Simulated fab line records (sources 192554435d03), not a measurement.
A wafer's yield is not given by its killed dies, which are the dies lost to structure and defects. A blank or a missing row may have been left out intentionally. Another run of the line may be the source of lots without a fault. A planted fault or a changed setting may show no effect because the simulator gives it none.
Matching of chambers	flow n5Finfet	4 sister chambers for N5_ILD0_CMP_07 on cmp-04
The step polishes SiO2 flowable, stops on poly-Si, t overpolish 1.18 s, target thk 138.88 nm. 4 wafers are shown with their chamber, then 8 later ones without.

## WAFERS PAIRED WITH THEIR CHAMBERS
wafer	chamber	motorCurrentA (A)
L086.4	2	10.7
L089.1	3	12.7
L089.3	1	11.8
L090.4	0	12.7

## WAFERS WITHOUT THEIR CHAMBER
wafer	motorCurrentA (A)
L090.5	12.7
L090.6	10.3
L091.1	13.7
L091.2	11.0
L091.4	11.5
L095.1	10.6
L095.3	12.4
L095.5	13.2

## THE CHAMBER EACH PASSED THROUGH
wafer	from the rows above	in truth
L090.5	can't be placed: 0 or 3 or 1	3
L090.6	2	2
L091.1	can't be placed: 0 or 3 or 1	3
L091.2	can't be placed: 2 or 1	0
L091.4	can't be placed: 1 or 2 or 0 or 3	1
L095.1	2	2
L095.3	can't be placed: 0 or 3 or 1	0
L095.5	can't be placed: 0 or 3 or 1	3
Placed correctly: 2 of 8. Unplaceable from these rows: 6, with the true chamber sitting among the candidates in 5. Number placed wrongly: 0.
How it was worked out, from the rows above alone: a wafer's distance from a chamber is the root of the sum, over the readings, of the square of ((its reading less the chamber's mean) divided by the reading's scatter). If the next closest chamber is less than 2 further off than the closest, the wafer can't be placed; otherwise it belongs to the closest. Each chamber's mean is taken over the wafers shown for it. The scatter (one wafer shown for each chamber): square how far every hidden wafer sits from the nearest shown wafer, average those squares and take the square root.
